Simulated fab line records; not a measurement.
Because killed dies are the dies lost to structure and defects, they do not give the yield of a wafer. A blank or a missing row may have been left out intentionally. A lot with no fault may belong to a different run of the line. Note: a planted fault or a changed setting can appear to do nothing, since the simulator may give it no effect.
Which tool was responsible?	flow nand_harc	at 1 step of a route of 1302, 23 lots with 69 wafers sampled

== WHAT THE GAUGES READ, wafer by wafer ==
NHARC_A_M1_OVL_MEAS_10: pitch 240 nm. Usual: overlay_x_nm 0.1 nm, standard deviation 0.94; overlay_y_nm 0.1 nm, standard deviation 0.64.
lot	measured	on	overlay_x_nm (nm)	overlay_y_nm (nm)	flag
L077	day 23 18:53	overlay-01	-0.6 -0.1 0.1	-0.1 -0.3 -0.4	
L074	day 23 21:26	overlay-02	-1.5 -0.4 -1.2	-1.0 -0.8 -1.1	
L075	day 24 04:55	overlay-02	0.4 0.2 0.5	-1.0 -0.7 -0.4	
L076	day 24 09:44	overlay-01	0.1 0.0 0.0	-0.6 0.7 0.7	
L078	day 25 01:59	overlay-01	1.3 1.5 2.1	0.2 -0.2 -0.1	
L079	day 25 05:46	overlay-02	0.6 0.7 0.5	-0.2 -0.6 -1.0	
L081	day 25 12:28	overlay-02	2.1 1.5 1.8	-0.2 -0.3 -0.2	
L080	day 25 15:10	overlay-02	0.0 0.1 -0.4	0.4 1.0 0.2	
L082	day 26 17:50	overlay-02	-0.7 -0.7 -0.6	0.2 -0.1 -0.3	
L083	day 27 09:40	overlay-02	-1.1 -1.2 -1.2	-0.4 0.4 -0.2	
L084	day 27 10:23	overlay-01	1.9 2.0 1.5	-0.4 -0.5 0.0	
L085	day 27 16:16	overlay-01	-0.2 -0.4 -0.4	0.6 0.0 0.9	
L086	day 27 21:25	overlay-02	-1.1 -1.1 -1.6	0.2 0.2 0.5	
L087	day 28 02:18	overlay-02	1.4 1.0 1.8	0.6 0.5 0.8	
L089	day 28 22:13	overlay-01	-0.1 0.7 0.5	0.6 0.5 0.0	
L088	day 28 23:42	overlay-01	-0.9 -0.1 -0.9	0.9 0.3 0.3	
L090	day 30 10:37	overlay-02	-0.1 0.1 0.7	-0.4 0.3 0.1	
L092	day 30 18:07	overlay-02	-0.2 0.4 0.4	1.0 0.9 0.9	
L091	day 30 19:49	overlay-01	-0.5 0.4 0.1	1.4 1.6 1.0	
L094	day 31 02:53	overlay-01	1.3 1.5 1.4	-0.4 0.0 0.0	
L095	day 32 03:17	overlay-01	0.1 0.1 -0.5	0.8 0.6 0.4	
L097	day 32 15:09	overlay-02	-1.3 -0.8 -1.0	0.4 0.6 0.5	
L096	day 33 02:58	overlay-02	-0.3 -0.6 -0.8	-0.8 -1.3 -1.5	

== WHICH TOOL RAN EACH LOT (tool, then ch and the chambers of the sampled wafers, then the start) ==
Record: no process step prior to these readings.

== AS READ BY THE TOOLS THEMSELVES (means over the sampled wafers that have a number; for cases with no such wafer, the mark the record gives instead) ==
The record holds no such reading with a usual standard deviation.

== THE ANSWER, worked out from the rows above alone ==
Rule: take the mean of a lot's wafers that have a number; if it is more than 3 standard deviations from the usual mean, the lot is off. Also off: a lot with no number at a reading for which 4 or more lots have one. The other lots that the step has rows for count as sound. The gauges are gone through in route order, then the tools' own readings, and for those a lot's mean is taken as printed above. The first step at which some lot is off is used, and at that step the reading that is off furthest; a lot without a number counts as furthest.
Nothing can be told from this: no lot is off at any reading shown.

== WHAT THE SIMULATOR HAD PUT IN ==
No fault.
